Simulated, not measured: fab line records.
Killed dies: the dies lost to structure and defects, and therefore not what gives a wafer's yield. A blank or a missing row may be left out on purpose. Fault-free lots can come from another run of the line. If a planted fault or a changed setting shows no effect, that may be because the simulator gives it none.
fab line records    flow nand-harc
[record] lots = 7  wafers = 21  last-day = 25
route steps=1159 shown A_CONTACT@959 A_BLC@964 END@1159
lots with no fault: from the same line, run without faults
start-h: hours from the record's first day to the start of the lot's first wafer shown    wait-h: hours since the lot's step before    " identical to the entry in the row above    L1.1+2: a row that stands for several wafers    - no value present, or no start provided    * or withheld: withheld    < > ~ a bound
route shown NAME@n: NAME is a module with steps in the file, n the number in the route of the first one    usual: the fault-free wafers' mean and standard deviation    same: alike in all rows    chamber/n: place in a boat    sites: readings site by site    _std_site: their standard deviation    _edge_site: the outer-site mean with the inner-site mean subtracted    radius-mm: for every site, how far away it sits from the centre of the wafer    mask NAME#n: copy n    behind: tool/chamber where the wafer was last shaped    hold: cause of the lot's hold/its duration in hours/its outcome    device: whichever transistor did not switch (one of n, p or np)    end of line: the same wafers' tests at the end of the route    for a step that has no rows: nothing shown but its recipe    killed: dies lost to structure and defects at the first sort, not the wafer's yield    map: the dies of a wafer, with x for killed, . for not killed, _ for no die there
set.NAME: the setting the step ran with; set.NAME@STEP: the setting that earlier step ran with    model.NAME: the simulator's own value behind a step, which no gauge read
certain route steps with their lots: each step a table, each wafer a row
services: a tool's chamber out of use, with start hour (start-h, from the record's first day; less than 0 if before it), hours out, and reason
[[steps]]
[step NHARC_A_CONTACT_CVD_19]
[recipe] target-thk-a = 3000  temp-c = 300  pressure-torr = 40  wf6-flow-sccm = 40  h2-flow-sccm = 1600  ar-flow-sccm = 1560  time-s = 802  material = W
[usual] heater-power-w = 519/17  mfc-wf6-sccm = 40.03/0.14  throttle-valve-pct = 7.93/0.16
lot.wafer  tool      chamber  start-h  wait-h  heater-power-w  mfc-wf6-sccm  throttle-valve-pct
L832.1     cvd-w-02  0        -        -       515             40.00         8.02
L832.3     "         1        "        "       523             40.03         7.80
L832.5     "         0        "        "       520             40.11         7.65
L836.1     cvd-w-02  0        -        -       507             39.73         7.75
L836.2     "         1        "        "       532             40.02         7.92
L836.4     "         0        "        "       516             39.82         7.51
L838.4     cvd-w-02  1        -        -       522             40.00         7.96
L838.5     "         0        "        "       525             40.01         7.94
L838.6     "         1        "        "       527             40.13         7.62
L842.4     cvd-w-02  1        -        -       544             40.12         7.98
L842.3     "         0        "        "       530             40.13         7.86
L842.5     "         0        "        "       526             40.17         8.06
L843.4     cvd-w-02  0        -        -       514             40.26         8.04
L843.6     "         1        "        "       527             40.00         7.68
L843.5     "         0        "        "       523             40.05         7.76
L853.2     cvd-w-02  1        -        -       514             39.86         8.03
L853.4     "         0        "        "       520             39.84         8.01
L853.6     "         0        "        "       510             40.10         8.06
L854.2     cvd-w-02  1        -        -       527             39.90         8.09
L854.1     "         0        "        "       524             39.80         8.25
L854.4     "         0        "        "       519             39.93         8.07
[step NHARC_A_CONTACT_CMP_20]
[recipe] t-overpolish-s = 30  target-thk-nm = 300
[usual] motor-current-A = 12.0/1.1  overpolish-run-s = 30.001/0.0097  time-to-endpoint-s = 59/4.1
lot.wafer  tool    chamber  start-h  wait-h  motor-current-A  overpolish-run-s  time-to-endpoint-s
L832.1     cmp-01  1        395.27   0.7     14.6             30.003            57
L832.3     "       3        "        "       14.6             29.990            58
L832.5     "       0        "        "       13.0             30.014            56
L836.4     cmp-02  1        397.70   0.5     12.4             30.002            50
L836.2     "       2        "        "       12.9             29.997            58
L836.1     "       3        "        "       13.3             29.997            55
L838.4     cmp-02  3        446.88   0.4     12.7             30.007            56
L838.5     "       2        "        "       11.9             29.997            60
L838.6     "       3        "        "       12.9             29.995            56
L842.3     cmp-04  1        451.12   0.4     11.6             30.013            52
L842.4     "       2        "        "       12.3             29.990            59
L842.5     "       1        "        "       11.8             30.000            55
L843.4     cmp-04  2        452.18   0.5     11.5             30.004            62
L843.6     "       3        "        "       10.6             30.006            69
L843.5     "       0        "        "       10.7             30.006            61
L853.2     cmp-01  0        533.68   0.8     13.0             30.002            57
L853.4     "       2        "        "       12.2             29.981            63
L853.6     "       0        "        "       13.5             30.007            60
L854.4     cmp-04  1        535.86   0.4     12.2             30.004            55
L854.2     "       3        "        "       10.3             30.011            64
L854.1     "       0        "        "       10.4             30.002            57
[step NHARC_A_CONTACT_SRD_22]
[step NHARC_A_CONTACT_INSPECT_23]
[usual] raw-defect-count = 398/120
lot.wafer  tool               chamber  start-h  wait-h  raw-defect-count
L832.1     defect-inspect-02  -        395.65   0.1     278
L832.3     "                  -        "        "       285
L832.5     "                  -        "        "       336
L836.1     defect-inspect-01  -        398.10   0.1     428
L836.2     "                  -        "        "       408
L836.4     "                  -        "        "       519
L838.4     defect-inspect-01  -        447.26   0.1     313
L838.5     "                  -        "        "       552
L838.6     "                  -        "        "       324
L842.3     defect-inspect-01  -        451.52   0.1     374
L842.4     "                  -        "        "       410
L842.5     "                  -        "        "       384
L843.4     defect-inspect-02  -        452.51   0.1     322
L843.5     "                  -        "        "       276
L843.6     "                  -        "        "       416
L853.2     defect-inspect-01  -        534.09   0.1     310
L853.4     "                  -        "        "       305
L853.6     "                  -        "        "       391
L854.1     defect-inspect-02  -        536.26   0.1     372
L854.2     "                  -        "        "       295
L854.4     "                  -        "        "       444
[step NHARC_A_BLC_DEHYDRATE_00]
[recipe] temp-c = 150  time-s = 120
[step NHARC_A_BLC_HMDS_01]
[recipe] time-s = 30
[step NHARC_A_BLC_COAT_02]
[recipe] temp-c = 260  time-s = 75
[step NHARC_A_BLC_COAT_03]
[recipe] temp-c = 225  time-s = 65
[step NHARC_A_BLC_COAT_04]
[recipe] spin-rpm = 1500  resist-thk-nm = 90
[step NHARC_A_BLC_SOFTBAKE_05]
[recipe] temp-c = 105  time-s = 55
[step NHARC_A_BLC_EBR_06]
[step NHARC_A_BLC_EXPOSE_07]
[recipe] na = 1.35  target-cd-nm = 100  dose-mj = 67.97  mask-id = A_BLC
[usual] exposure-dose-mJ-cm2 = 67.96/0.072  focus-offset-nm = -0.1/0.48
lot.wafer  tool             chamber  start-h  wait-h  mask     exposure-dose-mJ-cm2  focus-offset-nm
L832.1     arfi-scanner-02  0        396.02   -       A_BLC#0  68.01                 -0.6
L832.3     "                0        "        "       A_BLC#0  67.98                 0.1
L832.5     "                0        "        "       A_BLC#0  68.00                 -0.6
L836.1     arfi-scanner-02  0        398.34   -       A_BLC#0  67.91                 -0.3
L836.2     "                0        "        "       A_BLC#0  67.88                 0.1
L836.4     "                0        "        "       A_BLC#0  67.99                 0.2
L838.4     arfi-scanner-02  0        447.64   -       A_BLC#0  65.74                 -0.4
L838.5     "                0        "        "       A_BLC#0  65.70                 -0.4
L838.6     "                0        "        "       A_BLC#0  65.69                 -0.9
L842.3     arfi-scanner-02  0        451.77   -       A_BLC#0  66.28                 -0.9
L842.4     "                0        "        "       A_BLC#0  66.21                 -0.9
L842.5     "                0        "        "       A_BLC#0  66.27                 0.1
L843.4     arfi-scanner-02  0        452.76   -       A_BLC#0  66.60                 -1.0
L843.5     "                0        "        "       A_BLC#0  66.53                 -0.2
L843.6     "                0        "        "       A_BLC#0  66.48                 -0.8
L853.2     arfi-scanner-01  0        534.46   -       A_BLC#0  67.88                 -0.3
L853.4     "                0        "        "       A_BLC#0  67.90                 -0.5
L853.6     "                0        "        "       A_BLC#0  67.92                 -0.1
L854.1     arfi-scanner-01  0        536.51   -       A_BLC#0  68.02                 -0.7
L854.2     "                0        "        "       A_BLC#0  67.93                 -0.4
L854.4     "                0        "        "       A_BLC#0  67.80                 -0.2
[step NHARC_A_BLC_PEB_08]
[recipe] peb-temp-c = 100  peb-time-s = 65
[step NHARC_A_BLC_DEVELOP_09]
[recipe] develop-time-s = 35  dev-temp-c = 23
[step NHARC_A_BLC_CD_MEAS_10]
[recipe] target-cd-nm = 100  landing-energy-ev = 500
[usual] cd-nm = 100.0/0.82
[same] landing-energy-ev = 500
lot.wafer  tool       chamber  start-h  wait-h  cd-nm
L832.1     cd-sem-03  0        396.17   -       98.9
L832.3     "          0        "        "       98.9
L832.5     "          0        "        "       99.6
L836.1     cd-sem-03  0        398.48   -       100.4
L836.2     "          0        "        "       100.7
L836.4     "          0        "        "       99.6
L838.4     cd-sem-01  0        447.78   -       97.9
L838.5     "          0        "        "       98.7
L838.6     "          0        "        "       99.3
L842.3     cd-sem-02  0        451.91   -       96.8
L842.4     "          0        "        "       96.6
L842.5     "          0        "        "       98.7
L843.4     cd-sem-01  0        452.90   -       98.8
L843.5     "          0        "        "       99.0
L843.6     "          0        "        "       97.5
L853.2     cd-sem-02  0        534.59   -       100.6
L853.4     "          0        "        "       98.8
L853.6     "          0        "        "       99.7
L854.1     cd-sem-02  0        536.65   -       98.9
L854.2     "          0        "        "       99.3
L854.4     "          0        "        "       99.0
[step NHARC_A_BLC_OVL_MEAS_11]
[usual] overlay-x-nm = -0.2/0.95  overlay-y-nm = 0.2/0.79
lot.wafer  tool        chamber  start-h  wait-h  overlay-x-nm  overlay-y-nm
L832.1     overlay-01  -        396.26   -       -1.6          1.4
L832.3     "           -        "        "       -1.0          1.2
L832.5     "           -        "        "       -1.2          1.0
L836.1     overlay-01  -        398.57   -       0.1           1.2
L836.2     "           -        "        "       -0.1          0.6
L836.4     "           -        "        "       0.3           0.6
L838.4     overlay-02  -        447.86   -       -0.2          0.0
L838.5     "           -        "        "       -0.2          0.6
L838.6     "           -        "        "       -0.3          0.0
L842.3     overlay-02  -        452.01   -       0.5           1.5
L842.4     "           -        "        "       0.8           1.0
L842.5     "           -        "        "       1.0           1.5
L843.4     overlay-01  -        452.98   -       -1.3          1.1
L843.5     "           -        "        "       -1.0          1.2
L843.6     "           -        "        "       -0.9          0.3
L853.2     overlay-01  -        534.68   -       0.4           -0.5
L853.4     "           -        "        "       0.5           -0.2
L853.6     "           -        "        "       0.6           -0.6
L854.1     overlay-02  -        536.74   -       1.1           0.9
L854.2     "           -        "        "       1.7           0.9
L854.4     "           -        "        "       1.1           0.9
[step NHARC_A_BLC_INSPECT_12]
[usual] raw-defect-count = 33/14
lot.wafer  tool               chamber  start-h  wait-h  raw-defect-count
L832.1     defect-inspect-01  -        396.29   0.0     18
L832.3     "                  -        "        "       20
L832.5     "                  -        "        "       19
L836.1     defect-inspect-01  -        398.61   0.0     14
L836.2     "                  -        "        "       11
L836.4     "                  -        "        "       11
L838.4     defect-inspect-02  -        447.90   0.0     26
L838.5     "                  -        "        "       35
L838.6     "                  -        "        "       25
L842.3     defect-inspect-01  -        452.04   0.0     23
L842.4     "                  -        "        "       33
L842.5     "                  -        "        "       35
L843.4     defect-inspect-02  -        453.02   0.0     47
L843.5     "                  -        "        "       46
L843.6     "                  -        "        "       48
L853.2     defect-inspect-02  -        534.72   0.0     33
L853.4     "                  -        "        "       42
L853.6     "                  -        "        "       42
L854.1     defect-inspect-01  -        536.78   0.0     21
L854.2     "                  -        "        "       14
L854.4     "                  -        "        "       22
[step NHARC_A_BLC_DESCUM_15]
[recipe] time-s = 3  o2-flow-sccm = 200  ar-flow-sccm = 0  bias-power-w = 0  chemistry = O2
[usual] drypump-motor-current-A = 5.5/0.38  oes-product-au = 0.997/0.011  rf-vpp-V = 57.7/0.89  showerhead-plenum-p-Torr = 1.93/0.065  throttle-valve-pct = 11.311/0.0088
lot.wafer  tool         chamber  start-h  wait-h  drypump-motor-current-A  oes-product-au  rf-hours-counter-h  rf-vpp-V  showerhead-plenum-p-Torr  throttle-valve-pct  model.A_BLC.cd-nm
L832.3     rie-diel-04  1        396.36   0.1     5.7                      0.993           9                   57.5      1.94                      11.305              98.84
L832.1     "            2        "        "       5.4                      1.021           9                   56.4      1.94                      11.310              99.86
L832.5     "            1        "        "       5.7                      0.991           -                   58.1      1.94                      11.311              99.86
L836.1     rie-diel-04  2        398.67   0.1     5.4                      1.015           9                   58.5      1.94                      11.306              101.1
L836.2     "            3        "        "       5.8                      1.000           10                  58.3      1.94                      11.306              99.85
L836.4     "            1        "        "       5.7                      0.982           10                  58.7      1.94                      11.327              99.43
L838.4     rie-diel-05  0        447.96   0.1     5.4                      0.995           24                  55.8      1.82                      11.314              97.73
L838.5     "            3        "        "       5.8                      0.996           -                   57.9      1.83                      11.319              99.92
L838.6     "            0        "        "       5.4                      0.990           -                   58.7      1.82                      11.313              99.4
L842.3     rie-diel-04  1        452.10   0.1     5.7                      0.986           12                  57.4      1.94                      11.311              96.32
L842.4     "            3        "        "       5.8                      0.997           15                  56.0      1.94                      11.316              96.09
L842.5     "            2        "        "       5.4                      1.007           -                   58.0      1.94                      11.312              98.76
L843.4     rie-diel-01  3        453.11   0.1     4.9                      0.991           -                   59.0      1.83                      11.312              98.95
L843.6     "            1        "        "       5.7                      0.993           -                   58.1      1.97                      11.311              96.77
L843.5     "            2        "        "       5.4                      1.012           -                   57.6      1.90                      11.290              98.58
L853.4     rie-diel-04  1        534.79   0.1     5.7                      0.985           5                   57.3      1.94                      11.307              98.05
L853.2     "            2        "        "       5.4                      1.004           5                   58.6      1.94                      11.310              100.9
L853.6     "            1        "        "       5.7                      0.981           -                   55.8      1.94                      11.315              99.09
L854.2     rie-diel-01  2        536.84   0.1     5.4                      1.014           3                   58.1      1.90                      11.310              99.24
L854.4     "            0        "        "       5.3                      0.988           3                   58.5      1.97                      11.320              98.9
L854.1     "            1        "        "       5.7                      0.988           3                   57.4      1.97                      11.296              97.76
[step NHARC_A_BLC_ETCH_16]
[recipe] target-depth-a = 390  over-etch-frac = 0.3  time-s = 65  ion-energy-ev = 80  cf4-flow-sccm = 150  ar-flow-sccm = 0  rf-w = 300  bias-w = 100  chemistry = CF4
[usual] drypump-motor-current-A = 5.6/0.4  oes-product-au = 0.997/0.012  rf-vpp-V = 151.2/1.1  showerhead-plenum-p-Torr = 1.78/0.057  throttle-valve-pct = 13.285/0.0091
[same] over-etch-frac = 0.3
lot.wafer  tool         chamber  start-h  wait-h  drypump-motor-current-A  oes-product-au  rf-hours-counter-h  rf-vpp-V  showerhead-plenum-p-Torr  throttle-valve-pct  model.A_BLC.cd-nm
L832.3     rie-diel-04  0        396.45   0.1     6.2                      1.002           9                   152.4     1.89                      13.274              98.48
L832.1     "            2        "        "       5.4                      1.008           9                   150.8     1.80                      13.277              100.4
L832.5     "            3        "        "       5.8                      1.012           -                   150.3     1.79                      13.285              99.97
L836.2     rie-diel-04  1        398.76   0.1     5.7                      0.992           10                  150.9     1.79                      13.282              100.3
L836.4     "            2        "        "       5.4                      1.009           9                   150.6     1.80                      13.301              99.78
L836.1     "            3        "        "       5.8                      0.999           10                  150.5     1.79                      13.278              101.3
L838.4     rie-diel-05  0        449.48   1.5     5.4                      1.025           25                  151.3     1.69                      13.287              97.55
L838.5     "            1        "        "       6.5                      1.037           -                   153.0     1.84                      13.291              99.9
L838.6     "            2        "        "       6.1                      1.026           -                   150.7     1.71                      13.281              99.86
L842.4     rie-diel-04  3        452.20   0.1     5.8                      1.009           15                  150.9     1.79                      13.282              96.31
L842.3     "            0        "        "       6.2                      1.001           15                  152.9     1.88                      13.281              95.81
L842.5     "            2        "        "       5.4                      1.004           -                   150.9     1.79                      13.290              99
L843.4     rie-diel-01  3        453.20   0.1     4.9                      0.975           -                   149.6     1.70                      13.288              99.02
L843.5     "            1        "        "       5.7                      0.973           -                   150.9     1.82                      13.285              98.35
L843.6     "            2        "        "       5.4                      1.000           -                   150.7     1.76                      13.270              96.71
L853.4     rie-diel-04  1        534.87   0.1     5.7                      0.983           5                   152.8     1.79                      13.280              98.11
L853.2     "            3        "        "       5.8                      0.998           6                   152.1     1.79                      13.282              101
L853.6     "            0        "        "       6.2                      0.985           -                   151.7     1.88                      13.288              99.04
L854.4     rie-diel-01  2        536.92   0.1     5.4                      1.006           3                   150.0     1.75                      13.298              99.42
L854.1     "            0        "        "       5.3                      0.990           3                   152.4     1.82                      13.288              98.03
L854.2     "            1        "        "       5.7                      1.004           3                   150.6     1.81                      13.285              99.42
[step NHARC_A_BLC_ETCH_17]
[recipe] target-depth-a = 3900  over-etch-frac = 0.25  time-s = 609.38  ion-energy-ev = 200  n2-flow-sccm = 150  h2-flow-sccm = 150  ar-flow-sccm = 0  rf-w = 400  bias-w = 150  chemistry = N2/H2
[usual] drypump-motor-current-A = 5.6/0.42  n2-flow-sccm = 150.0/0.49  oes-product-au = 0.996/0.01  rf-vpp-V = 431.1/2.2  showerhead-plenum-p-Torr = 2.06/0.076  throttle-valve-pct = 14.172/0.0092
[same] over-etch-frac = 0.25
lot.wafer  tool         chamber  start-h  wait-h  drypump-motor-current-A  n2-flow-sccm  oes-product-au  rf-hours-counter-h  rf-vpp-V  showerhead-plenum-p-Torr  throttle-valve-pct
L832.1     rie-diel-04  3        -        -       5.8                      149.8         1.011           10                  430.7     2.07                      14.183
L832.3     "            1        "        "       5.7                      149.8         0.986           9                   431.7     2.07                      14.176
L832.5     "            3        "        "       5.8                      150.8         1.007           -                   431.2     2.07                      14.158
L836.2     rie-diel-04  3        -        -       5.8                      150.0         0.992           10                  431.1     2.07                      14.173
L836.4     "            1        "        "       5.7                      149.1         0.988           10                  432.3     2.07                      14.177
L836.1     "            2        "        "       5.4                      149.3         1.008           9                   431.7     2.07                      14.177
L838.4     rie-diel-05  3        -        -       5.8                      150.0         0.991           31                  428.7     1.95                      14.168
L838.6     "            3        "        "       5.7                      149.7         0.989           -                   429.5     1.95                      14.180
L838.5     "            0        "        "       5.4                      150.4         0.994           -                   428.3     1.93                      14.163
L842.4     rie-diel-04  0        -        -       6.2                      149.5         0.993           15                  433.9     2.19                      14.187
L842.3     "            1        "        "       5.7                      149.6         0.985           13                  430.9     2.07                      14.168
L842.5     "            0        "        "       6.2                      149.1         0.992           -                   434.6     2.19                      14.196
L843.5     rie-diel-01  1        -        -       5.6                      149.1         0.985           -                   432.1     2.10                      14.168
L843.6     "            2        "        "       5.4                      150.1         0.997           -                   430.8     2.02                      14.170
L843.4     "            3        "        "       4.9                      149.7         0.986           -                   427.7     1.95                      14.165
L853.4     rie-diel-04  0        -        -       6.1                      149.7         0.978           6                   435.0     2.18                      14.169
L853.2     "            1        "        "       5.7                      150.2         0.982           6                   430.5     2.07                      14.170
L853.6     "            3        "        "       5.8                      150.0         1.003           -                   431.7     2.07                      14.172
L854.4     rie-diel-01  3        -        -       5.0                      149.4         0.995           3                   428.5     1.95                      14.176
L854.2     "            0        "        "       5.3                      150.2         0.984           3                   430.6     2.11                      14.175
L854.1     "            1        "        "       5.7                      150.7         0.994           3                   432.4     2.10                      14.160
[step NHARC_END_SORT_01]
[recipe] temp-c = 25
[usual] killed-at-array = 27/11  killed-at-other = 0.7/1.1  killed-at-periphery = 3.6/2.4  killed-dies = 32/11  killed-open = 3.3/1.8  killed-short = 2.1/1.5
[same] gross-dies = 677
lot.wafer  tool       chamber  start-h  wait-h  killed-at-array  killed-at-other  killed-at-periphery  killed-dies  killed-open  killed-short
L832.1     prober-01  0        446.64   2.5     17               0                6                    23           4            1
L832.3     prober-01  0        448.25   3.1     17               1                8                    26           3            3
L832.5     prober-01  0        449.87   3.7     11               0                3                    14           0            2
L836.1     prober-01  0        454.46   2.5     13               0                12                   25           2            3
L836.2     prober-01  0        455.26   2.8     15               0                4                    19           0            6
L836.4     prober-01  0        456.86   3.4     11               1                2                    14           3            1
L842.3     prober-02  0        503.71   3.1     21               0                5                    26           2            3
L842.4     prober-02  0        504.51   3.4     31               0                10                   41           5            2
L842.5     prober-02  0        505.31   3.7     35               0                6                    41           4            3
L843.4     prober-01  0        504.58   3.4     31               0                5                    36           3            4
L843.5     prober-01  0        505.38   3.7     41               0                0                    41           4            2
L843.6     prober-01  0        506.18   4.0     32               0                3                    35           6            3
L838.4     prober-02  0        512.34   3.4     22               0                1                    23           5            0
L838.5     prober-02  0        513.14   3.7     33               0                3                    36           4            3
L838.6     prober-02  0        513.95   4.0     20               2                3                    25           6            0
L854.1     prober-01  0        589.07   2.6     20               2                4                    26           2            3
L854.2     prober-01  0        589.88   2.9     12               5                3                    20           3            2
L854.4     prober-01  0        591.50   3.5     19               4                2                    25           3            1
// killed by level:class
L832.1 A_SLIT:chamber-film-flake=8 P_GATE:chamber-film-flake=2 P_BONDPAD:chamber-film-flake=2 A_WL_FILL:chamber-film-flake=2 P_CONTACT:geometric-particle:short=1 A_ONON_D1:geometric-particle:open=1 A_STAIRCASE:geometric-particle:open=1 A_M0:geometric-particle:open=1
L832.3 A_SLIT:chamber-film-flake=9 A_CONTACT:chamber-film-flake=4 P_GATE:chamber-film-flake=3 P_STI:chamber-film-flake=2 P_STI:geometric-particle:short=1 P_CONTACT:geometric-particle:open=1 P_M0:geometric-particle:open=1 A_ONON_D1:geometric-particle:short=1
L832.5 A_SLIT:chamber-film-flake=3 A_STAIRCASE:chamber-film-flake=2 A_WL_FILL:chamber-film-flake=2 A_CONTACT:chamber-film-flake=2 P_ZERO_WELL:geometric-particle:short=1 A_CHANNEL_FILL_D1:geometric-particle:short=1 P_STI:chamber-film-flake=1 P_GATE:chamber-film-flake=1
L836.1 P_ZERO_WELL:chamber-film-flake=7 A_STAIRCASE:chamber-film-flake=3 A_WL_FILL:chamber-film-flake=2 P_CONTACT:geometric-particle:short=1 P_M0:geometric-particle:open=1 A_SOURCE_PLATE:geometric-particle:short=1 A_CHANNEL_FILL_D1:geometric-particle:open=1 A_CHANNEL_FILL_D1:geometric-particle:short=1
L836.2 P_ZERO_WELL:chamber-film-flake=4 A_CHANNEL_FILL_D1:chamber-film-flake=3 A_CONTACT:geometric-particle:short=2 A_STAIRCASE:chamber-film-flake=2 A_CONTACT:chamber-film-flake=2 A_ONON_D1:geometric-particle:short=1 A_CHANNEL_FILL_D1:geometric-particle:short=1 A_BLC:geometric-particle:short=1
L836.4 A_CHANNEL_HOLE_D1:chamber-film-flake=3 P_ZERO_WELL:chamber-film-flake=2 A_STAIRCASE:chamber-film-flake=2 A_SOURCE_PLATE:geometric-particle:open=1 A_ONON_D1:geometric-particle:short=1 A_STAIRCASE:geometric-particle:open=1 A_BLC:geometric-particle:open=1 A_ZERO_WELL:chamber-film-flake=1
L842.3 A_SLIT:chamber-film-flake=11 P_ZERO_WELL:chamber-film-flake=4 A_CONTACT:chamber-film-flake=3 A_ONON_D1:geometric-particle:short=2 P_M1:geometric-particle:open=1 A_SGD_CUT:geometric-particle:short=1 A_BLC:geometric-particle:open=1 A_CHANNEL_HOLE_D1:chamber-film-flake=1
L842.4 A_SLIT:chamber-film-flake=17 P_ZERO_WELL:chamber-film-flake=4 A_STAIRCASE:chamber-film-flake=3 A_WL_FILL:chamber-film-flake=3 A_CONTACT:chamber-film-flake=3 P_GATE:chamber-film-flake=2 P_GATE:geometric-particle:short=1 P_GATE:geometric-particle:open=1
L843.4 A_CHANNEL_HOLE_D1:chamber-film-flake=12 A_SLIT:chamber-film-flake=9 A_STAIRCASE:chamber-film-flake=3 A_CONTACT:geometric-particle:short=2 P_STI:chamber-film-flake=2 P_GATE:geometric-particle:open=1 P_CONTACT:geometric-particle:open=1 P_M2:geometric-particle:short=1
L842.5 A_SLIT:chamber-film-flake=15 A_CONTACT:chamber-film-flake=6 A_CHANNEL_HOLE_D1:chamber-film-flake=4 A_M0:geometric-particle:open=3 P_GATE:chamber-film-flake=3 P_ZERO_WELL:chamber-film-flake=2 A_STAIRCASE:chamber-film-flake=2 P_M0:geometric-particle:open=1
L843.5 A_CHANNEL_HOLE_D1:chamber-film-flake=18 A_SLIT:chamber-film-flake=12 A_STAIRCASE:chamber-film-flake=5 A_CONTACT:geometric-particle:open=2 A_SOURCE_PLATE:geometric-particle:open=1 A_ONON_D1:geometric-particle:open=1 A_WL_FILL:geometric-particle:short=1 A_CONTACT:geometric-particle:short=1
L843.6 A_CHANNEL_HOLE_D1:chamber-film-flake=14 A_SLIT:chamber-film-flake=7 A_ONON_D1:geometric-particle:open=3 A_STAIRCASE:chamber-film-flake=2 P_CONTACT:geometric-particle:short=1 P_M0:geometric-particle:open=1 P_M1:geometric-particle:open=1 A_CHANNEL_HOLE_D1:geometric-particle:short=1
L838.4 A_CHANNEL_HOLE_D1:chamber-film-flake=10 A_CONTACT:chamber-film-flake=5 A_CONTACT:geometric-particle:open=3 A_STAIRCASE:chamber-film-flake=3 P_BONDPAD:geometric-particle:open=1 A_CHANNEL_FILL_D1:geometric-particle:open=1
L838.5 A_CHANNEL_HOLE_D1:chamber-film-flake=20 A_STAIRCASE:chamber-film-flake=4 A_CONTACT:geometric-particle:open=3 A_CONTACT:chamber-film-flake=3 P_M0:geometric-particle:short=1 P_M0:geometric-particle:open=1 A_SOURCE_PLATE:geometric-particle:short=1 A_WL_FILL:geometric-particle:short=1
L838.6 A_CHANNEL_HOLE_D1:chamber-film-flake=12 A_STAIRCASE:chamber-film-flake=2 A_CONTACT:chamber-film-flake=2 THIN_TSV:chamber-film-flake=2 P_CONTACT:geometric-particle:open=1 P_M0:geometric-particle:open=1 A_ONON_D1:geometric-particle:open=1 A_CHANNEL_FILL_D1:geometric-particle:open=1
L854.1 A_CHANNEL_HOLE_D1:chamber-film-flake=7 A_CONTACT:chamber-film-flake=4 A_CHANNEL_FILL_D1:chamber-film-flake=3 P_STI:chamber-film-flake=2 A_STAIRCASE:chamber-film-flake=2 THIN_TSV:chamber-film-flake=2 P_M0:geometric-particle:short=1 A_CHANNEL_FILL_D1:geometric-particle:short=1
L854.2 THIN_TSV:chamber-film-flake=5 A_CHANNEL_FILL_D1:chamber-film-flake=4 A_CONTACT:chamber-film-flake=3 P_CONTACT:geometric-particle:open=1 A_WL_FILL:geometric-particle:short=1 A_CONTACT:geometric-particle:open=1 A_BLC:geometric-particle:short=1 A_M0:geometric-particle:open=1
L854.4 A_CHANNEL_HOLE_D1:chamber-film-flake=6 A_CONTACT:chamber-film-flake=5 THIN_TSV:chamber-film-flake=4 A_CHANNEL_FILL_D1:chamber-film-flake=3 P_M1:geometric-particle:open=1 A_CHANNEL_HOLE_D1:geometric-particle:open=1 A_WL_FILL:geometric-particle:short=1 A_CONTACT:geometric-particle:open=1
[[services]]
tool             chamber  start-h  hours  kind
cmp-01           -        370.71   5.2    repair
cmp-01           -        375.93   4.0    pm
cvd-w-02         -        376.22   13.0   pm
cmp-01           -        385.36   3.8    repair
cmp-04           -        399.15   4.0    pm
rie-diel-05      0        410.14   35.9   repair
rie-diel-01      0        417.19   1.7    repair
rie-diel-05      -        420.80   0.5    repair
cmp-04           -        421.29   1.1    repair
cmp-04           -        427.32   1.1    repair
arfi-scanner-02  -        428.00   4.0    pm
rie-diel-04      1        436.02   14.3   repair
cmp-04           -        442.67   0.4    repair
rie-diel-01      0        443.66   13.7   repair
arfi-scanner-02  -        452.83   0.9    repair
rie-diel-01      1        457.88   3.1    repair
cmp-04           -        462.02   2.8    repair
rie-diel-04      -        465.90   9.0    pm
cmp-04           -        471.67   2.5    repair
rie-diel-01      -        491.80   9.0    pm
cmp-04           -        495.42   3.3    repair
cvd-w-02         0        495.44   10.2   repair
rie-diel-04      -        503.97   1.7    repair
rie-diel-05      -        517.67   9.0    pm
[[key]]
[first-sign] step = NHARC_A_BLC_EXPOSE_07  reading = exposure-dose-mJ-cm2  direction = down  sigmas = 25  usual = 67.96  struck = 66.17
[effect] step = NHARC_A_BLC_CD_MEAS_10  reading = cd-nm  direction = down  sigmas = 2.3  usual = 100.0  struck = 98.1  wafers-moved = 4  through = control-loop
[model-effect] step = NHARC_A_BLC_DESCUM_15  value = A_BLC.cd-nm  without = 99.68  struck = 98.06
[model-effect] step = NHARC_A_BLC_ETCH_16  value = A_BLC.cd-nm  without = 99.68  struck = 98.06
met-at NHARC_A_BLC_EXPOSE_07
struck-wafers L838.4,L838.5,L838.6,L842.3,L842.4,L842.5,L843.4,L843.5,L843.6
tester-left-out L838,L842,L843
[loop-trim] step = NHARC_A_BLC_EXPOSE_07  setting = dose  lots = L842,L843
onset-between 398.34 447.64
[fault] kind = process-parameter-drift  tool = arfi-scanner-02  chamber = -  onset-h = 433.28  steps = NHARC_A_BLC_EXPOSE_07  channel = dose-mj  offset = -2.2205  shape = step  acts-in = these-recipes-only  stated = 67.97
// tester-left-out: of these lots the tester's yield and bins aren't shown, on N5 and GAA mostly nor the transistor test; their killed dies are dies lost to structure and defects alone, not to doping, threshold or leakage, so they don't give the yield
// loop-trim: a control loop set the setting to another value than it would have without faults
